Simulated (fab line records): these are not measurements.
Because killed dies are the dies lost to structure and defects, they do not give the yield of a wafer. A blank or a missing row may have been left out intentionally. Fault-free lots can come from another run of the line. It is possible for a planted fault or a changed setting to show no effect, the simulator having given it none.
Matching of chambers || flow n5-finfet || N5_BEOL_M6_STRIP_19 on rie-diel-04 has 4 sister chambers
The step strips in O2. 8 wafers are shown with their chamber, then 11 later ones without.

== EACH WAFER AND ITS CHAMBER ==
{"wafer": "L085.4", "chamber": 0, "showerhead-plenum-p-Torr (Torr)": 2.06, "drypump-motor-current-A (A)": 6.0}
{"wafer": "L085.6", "chamber": 3, "showerhead-plenum-p-Torr (Torr)": 2.14, "drypump-motor-current-A (A)": 5.3}
{"wafer": "L089.1", "chamber": 3, "showerhead-plenum-p-Torr (Torr)": 2.14, "drypump-motor-current-A (A)": 5.4}
{"wafer": "L089.2", "chamber": 0, "showerhead-plenum-p-Torr (Torr)": 2.05, "drypump-motor-current-A (A)": 6.0}
{"wafer": "L089.3", "chamber": 2, "showerhead-plenum-p-Torr (Torr)": 2.07, "drypump-motor-current-A (A)": 6.3}
{"wafer": "L089.5", "chamber": 1, "showerhead-plenum-p-Torr (Torr)": 2.14, "drypump-motor-current-A (A)": 5.3}
{"wafer": "L089.6", "chamber": 2, "showerhead-plenum-p-Torr (Torr)": 2.07, "drypump-motor-current-A (A)": 6.2}
{"wafer": "L093.3", "chamber": 1, "showerhead-plenum-p-Torr (Torr)": 2.14, "drypump-motor-current-A (A)": 5.4}

== WAFERS MISSING THEIR CHAMBER ==
{"wafer": "L093.5", "showerhead-plenum-p-Torr (Torr)": 2.14, "drypump-motor-current-A (A)": 5.3}
{"wafer": "L093.6", "showerhead-plenum-p-Torr (Torr)": 2.07, "drypump-motor-current-A (A)": 6.2}
{"wafer": "L097.1", "showerhead-plenum-p-Torr (Torr)": 2.13, "drypump-motor-current-A (A)": 5.3}
{"wafer": "L097.2", "showerhead-plenum-p-Torr (Torr)": 2.13, "drypump-motor-current-A (A)": 5.4}
{"wafer": "L097.6", "showerhead-plenum-p-Torr (Torr)": 2.05, "drypump-motor-current-A (A)": 6.0}
{"wafer": "L096.1", "showerhead-plenum-p-Torr (Torr)": 2.13, "drypump-motor-current-A (A)": 5.3}
{"wafer": "L096.2", "showerhead-plenum-p-Torr (Torr)": 2.13, "drypump-motor-current-A (A)": 5.3}
{"wafer": "L096.3", "showerhead-plenum-p-Torr (Torr)": 2.05, "drypump-motor-current-A (A)": 6.0}
{"wafer": "L096.4", "showerhead-plenum-p-Torr (Torr)": 2.05, "drypump-motor-current-A (A)": 6.0}
{"wafer": "L096.5", "showerhead-plenum-p-Torr (Torr)": 2.13, "drypump-motor-current-A (A)": 5.3}
{"wafer": "L096.6", "showerhead-plenum-p-Torr (Torr)": 2.13, "drypump-motor-current-A (A)": 5.3}

== THE CHAMBER EACH PASSED THROUGH ==
{"wafer": "L093.5", "from the rows above": "can't be placed: 1 or 3", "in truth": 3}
{"wafer": "L093.6", "from the rows above": 2, "in truth": 2}
{"wafer": "L097.1", "from the rows above": "can't be placed: 1 or 3", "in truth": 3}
{"wafer": "L097.2", "from the rows above": "can't be placed: 1 or 3", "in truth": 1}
{"wafer": "L097.6", "from the rows above": 0, "in truth": 0}
{"wafer": "L096.1", "from the rows above": "can't be placed: 1 or 3", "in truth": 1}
{"wafer": "L096.2", "from the rows above": "can't be placed: 1 or 3", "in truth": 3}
{"wafer": "L096.3", "from the rows above": 0, "in truth": 0}
{"wafer": "L096.4", "from the rows above": 0, "in truth": 0}
{"wafer": "L096.5", "from the rows above": "can't be placed: 1 or 3", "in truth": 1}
{"wafer": "L096.6", "from the rows above": "can't be placed: 1 or 3", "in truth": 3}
4 of 11 placed correctly. From these rows, 7 cannot be placed; in 7 the true chamber is one of the candidates. Placed wrongly: 0.
How it was worked out, from the rows above alone: a wafer's distance from a chamber is the root of the sum, over the readings, of the square of ((its reading less the chamber's mean) divided by the reading's scatter). If the next closest chamber is less than 2 further off than the closest, the wafer can't be placed; otherwise it belongs to the closest. The mean given for a chamber averages the wafers shown for that chamber. The scatter is the square root of a quotient: the sum, over the shown wafers, of each reading's squared deviation from its chamber's mean, divided by wafers minus chambers.
